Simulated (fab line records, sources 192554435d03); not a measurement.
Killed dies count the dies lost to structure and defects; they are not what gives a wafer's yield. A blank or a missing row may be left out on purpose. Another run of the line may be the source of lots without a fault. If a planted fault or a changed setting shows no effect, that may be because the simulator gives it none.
Lot-split experiment / flow n5 finfet / route with 1938 steps; 7 lots, 39 wafers read

== ABOUT THE SPLIT ==
At N5_SD_EPI_P_ETCH_16 (etches SiO2 in CHF3/O2, target depth 5 nm), the setting target depth a was moved away from the recipe's 50 angstrom on 12 of the 39 wafers read, by -9.8% to +8.6%. For the rest of the wafers, this setting stayed at what the recipe calls for.

Reading taken at the split's own step.

== THE READING ==
etch.depth nm (the simulator's own value, which no gauge read), in nm, at N5_SD_EPI_P_ETCH_16 (etches SiO2 in CHF3/O2, target depth 5 nm). The file does not state a usual value for it. Here, 27 wafers ran the recipe; their average is 4.980 nm with a standard deviation of 0.077 nm.

wafer=L076.1; tool, chamber at the split=rie diel-04, 0; target depth a as run, angstrom=48.11; against the recipe=-3.8%; etch.depth nm, nm=4.945; against lot-mates on the recipe=-0.141
wafer=L076.2; tool, chamber at the split=rie diel-04, 1; target depth a as run, angstrom=50; against the recipe=recipe; etch.depth nm, nm=5.045; against lot-mates on the recipe=-
wafer=L076.3; tool, chamber at the split=rie diel-04, 2; target depth a as run, angstrom=48.11; against the recipe=-3.8%; etch.depth nm, nm=4.818; against lot-mates on the recipe=-0.268
wafer=L076.4; tool, chamber at the split=rie diel-04, 1; target depth a as run, angstrom=48.11; against the recipe=-3.8%; etch.depth nm, nm=4.85; against lot-mates on the recipe=-0.236
wafer=L076.5; tool, chamber at the split=rie diel-04, 0; target depth a as run, angstrom=50; against the recipe=recipe; etch.depth nm, nm=5.176; against lot-mates on the recipe=-
wafer=L076.6; tool, chamber at the split=rie diel-04, 2; target depth a as run, angstrom=50; against the recipe=recipe; etch.depth nm, nm=5.037; against lot-mates on the recipe=-
wafer=L088.1; tool, chamber at the split=rie diel-02, 1; target depth a as run, angstrom=50; against the recipe=recipe; etch.depth nm, nm=4.933; against lot-mates on the recipe=-
wafer=L088.2; tool, chamber at the split=rie diel-02, 3; target depth a as run, angstrom=50; against the recipe=recipe; etch.depth nm, nm=4.974; against lot-mates on the recipe=-
wafer=L088.3; tool, chamber at the split=rie diel-02, 2; target depth a as run, angstrom=50; against the recipe=recipe; etch.depth nm, nm=4.88; against lot-mates on the recipe=-
wafer=L088.4; tool, chamber at the split=rie diel-02, 0; target depth a as run, angstrom=50; against the recipe=recipe; etch.depth nm, nm=4.997; against lot-mates on the recipe=-
wafer=L088.5; tool, chamber at the split=rie diel-02, 1; target depth a as run, angstrom=50; against the recipe=recipe; etch.depth nm, nm=4.905; against lot-mates on the recipe=-
wafer=L088.6; tool, chamber at the split=rie diel-02, 2; target depth a as run, angstrom=50; against the recipe=recipe; etch.depth nm, nm=4.882; against lot-mates on the recipe=-
wafer=L089.1; tool, chamber at the split=rie diel-02, 1; target depth a as run, angstrom=50; against the recipe=recipe; etch.depth nm, nm=4.918; against lot-mates on the recipe=-
wafer=L089.2; tool, chamber at the split=rie diel-02, 3; target depth a as run, angstrom=50; against the recipe=recipe; etch.depth nm, nm=4.939; against lot-mates on the recipe=-
wafer=L089.3; tool, chamber at the split=rie diel-02, 2; target depth a as run, angstrom=50; against the recipe=recipe; etch.depth nm, nm=4.873; against lot-mates on the recipe=-
wafer=L089.4; tool, chamber at the split=rie diel-02, 0; target depth a as run, angstrom=45.12; against the recipe=-9.8%; etch.depth nm, nm=4.491; against lot-mates on the recipe=-0.419
wafer=L089.5; tool, chamber at the split=rie diel-02, 3; target depth a as run, angstrom=45.12; against the recipe=-9.8%; etch.depth nm, nm=4.488; against lot-mates on the recipe=-0.422
wafer=L089.6; tool, chamber at the split=rie diel-02, 0; target depth a as run, angstrom=45.12; against the recipe=-9.8%; etch.depth nm, nm=4.518; against lot-mates on the recipe=-0.392
wafer=L090.1; tool, chamber at the split=rie diel-04, 0; target depth a as run, angstrom=46.98; against the recipe=-6.0%; etch.depth nm, nm=4.847; against lot-mates on the recipe=-0.236
wafer=L090.2; tool, chamber at the split=rie diel-04, 3; target depth a as run, angstrom=46.98; against the recipe=-6.0%; etch.depth nm, nm=4.761; against lot-mates on the recipe=-0.322
wafer=L090.3; tool, chamber at the split=rie diel-04, 2; target depth a as run, angstrom=50; against the recipe=recipe; etch.depth nm, nm=5.088; against lot-mates on the recipe=-
wafer=L090.4; tool, chamber at the split=rie diel-04, 1; target depth a as run, angstrom=50; against the recipe=recipe; etch.depth nm, nm=5.071; against lot-mates on the recipe=-
wafer=L090.5; tool, chamber at the split=rie diel-04, 2; target depth a as run, angstrom=50; against the recipe=recipe; etch.depth nm, nm=5.089; against lot-mates on the recipe=-
wafer=L090.6; tool, chamber at the split=rie diel-04, 3; target depth a as run, angstrom=46.98; against the recipe=-6.0%; etch.depth nm, nm=4.791; against lot-mates on the recipe=-0.292
wafer=L091.1; tool, chamber at the split=rie diel-03, 0; target depth a as run, angstrom=50; against the recipe=recipe; etch.depth nm, nm=5.002; against lot-mates on the recipe=-
wafer=L091.2; tool, chamber at the split=rie diel-03, 1; target depth a as run, angstrom=50; against the recipe=recipe; etch.depth nm, nm=4.998; against lot-mates on the recipe=-
wafer=L091.3; tool, chamber at the split=rie diel-03, 2; target depth a as run, angstrom=54.32; against the recipe=+8.6%; etch.depth nm, nm=5.4; against lot-mates on the recipe=+0.429
wafer=L091.4; tool, chamber at the split=rie diel-03, 3; target depth a as run, angstrom=54.32; against the recipe=+8.6%; etch.depth nm, nm=5.333; against lot-mates on the recipe=+0.362
wafer=L091.5; tool, chamber at the split=rie diel-03, 0; target depth a as run, angstrom=54.32; against the recipe=+8.6%; etch.depth nm, nm=5.476; against lot-mates on the recipe=+0.505
wafer=L091.6; tool, chamber at the split=rie diel-03, 3; target depth a as run, angstrom=50; against the recipe=recipe; etch.depth nm, nm=4.913; against lot-mates on the recipe=-
wafer=L092.4; tool, chamber at the split=rie diel-04, 3; target depth a as run, angstrom=50; against the recipe=recipe; etch.depth nm, nm=5.019; against lot-mates on the recipe=-
wafer=L092.5; tool, chamber at the split=rie diel-04, 0; target depth a as run, angstrom=50; against the recipe=recipe; etch.depth nm, nm=5.073; against lot-mates on the recipe=-
wafer=L092.6; tool, chamber at the split=rie diel-04, 1; target depth a as run, angstrom=50; against the recipe=recipe; etch.depth nm, nm=4.994; against lot-mates on the recipe=-
wafer=L096.1; tool, chamber at the split=rie diel-02, 1; target depth a as run, angstrom=50; against the recipe=recipe; etch.depth nm, nm=4.922; against lot-mates on the recipe=-
wafer=L096.2; tool, chamber at the split=rie diel-02, 0; target depth a as run, angstrom=50; against the recipe=recipe; etch.depth nm, nm=5.004; against lot-mates on the recipe=-
wafer=L096.3; tool, chamber at the split=rie diel-02, 2; target depth a as run, angstrom=50; against the recipe=recipe; etch.depth nm, nm=4.892; against lot-mates on the recipe=-
wafer=L096.4; tool, chamber at the split=rie diel-02, 0; target depth a as run, angstrom=50; against the recipe=recipe; etch.depth nm, nm=5.008; against lot-mates on the recipe=-
wafer=L096.5; tool, chamber at the split=rie diel-02, 1; target depth a as run, angstrom=50; against the recipe=recipe; etch.depth nm, nm=4.914; against lot-mates on the recipe=-
wafer=L096.6; tool, chamber at the split=rie diel-02, 2; target depth a as run, angstrom=50; against the recipe=recipe; etch.depth nm, nm=4.906; against lot-mates on the recipe=-

FIT RESULTS
A straight line over all 39 wafers: etch.depth nm changes by +0.0452 nm for each +1% of target depth a; r = +0.92; the points scatter about the line by 0.078 nm.
The same after taking each lot's own level away (the mean of its wafers on the recipe; 39 wafers): +0.0466 nm for each +1%; r = +0.97; scatter 0.048 nm.
The reading moves by 0.46 nm for the largest change in target depth a, on that fit.
Across the lots, their own levels run from 4.9100 to 5.0860 nm, a range of 2.3 times the standard deviation given above.
Consequently the slope shifts little with the lot-to-lot level, the two slopes agreeing.
Check: for one of the wafers moved furthest among these (-9.8%), held out of the fit, the line's prediction against its lot-mates is -0.459 nm. Against them it came out at -0.419 nm.

== THESE WAFERS: OTHER SPLITS ==
Before the reading, these wafers also passed through other splits. Each is held against what the fit with the lots' levels taken away leaves over:
other split on the same wafers=N5_DUMMY_GATE_ETCH_37 source w; wafers away from the commonest value=15; r with etch.depth nm (lot level and that fit taken away)=-0.02
other split on the same wafers=N5_DUMMY_GATE_ETCH_31 target depth a; wafers away from the commonest value=15; r with etch.depth nm (lot level and that fit taken away)=+0.41

== FILE'S OWN FIT ==
etch.depth nm changes by +0.0465 nm for each +1% of target depth a, r = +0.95.
